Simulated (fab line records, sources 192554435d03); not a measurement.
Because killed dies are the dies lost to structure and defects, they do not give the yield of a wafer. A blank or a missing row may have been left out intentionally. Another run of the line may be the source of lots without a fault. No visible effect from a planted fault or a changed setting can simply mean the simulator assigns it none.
Matching of chambers	flow n5_finfet	3 sister chambers for N5_BEOL_M9_CURE_72 on uv_cure-02
The step cures SiCOH lowk, time 120 s. 6 wafers are shown with their chamber, then 12 later ones without.

== WAFERS WITH THEIR CHAMBER ==
wafer	chamber	wafer_temp_C_max	lamp_power_pct (%)
L078.4	0	372.1	52.24
L078.5	0	372.9	52.36
L080.2	1	370.8	52.27
L080.5	1	370.7	52.31
L083.4	2	371.5	52.28
L083.5	2	371.8	52.42

== WAFERS WITH NO CHAMBER GIVEN ==
wafer	wafer_temp_C_max	lamp_power_pct (%)
L083.2	371.4	52.30
L083.3	371.9	52.41
L083.6	371.8	52.33
L085.1	370.9	52.39
L085.4	371.1	52.28
L085.5	371.8	52.26
L089.1	372.0	52.48
L089.2	371.7	52.38
L089.4	371.6	52.27
L097.2	371.1	52.33
L097.3	371.2	52.33
L097.5	371.3	52.32

== CHAMBER TAKEN BY EACH ==
wafer	from the rows above	in truth
L083.2	can't be placed: 2 or 1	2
L083.3	can't be placed: 2 or 0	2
L083.6	can't be placed: 2 or 0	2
L085.1	can't be placed: 1 or 2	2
L085.4	can't be placed: 1 or 2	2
L085.5	can't be placed: 2 or 0 or 1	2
L089.1	can't be placed: 2 or 0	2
L089.2	2	2
L089.4	can't be placed: 2 or 1 or 0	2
L097.2	can't be placed: 1 or 2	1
L097.3	can't be placed: 2 or 1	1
L097.5	can't be placed: 2 or 1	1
Correct placement for 1 of the 12. Cannot be placed on the basis of these rows: 11; the candidates contain the true chamber in 11. Number placed wrongly: 0.
How it was worked out, from the rows above alone: a wafer's distance from a chamber is the root of the sum, over the readings, of the square of ((its reading less the chamber's mean) divided by the reading's scatter). The wafer belongs to the nearest chamber; if the next one is less than 2 further off, it can't be placed. For every chamber, the mean is computed from those of its wafers that are shown. How the scatter is found: for the shown wafers, subtract from each reading the mean of its chamber, square and add these, divide the total by (wafers less chambers), then take the root.
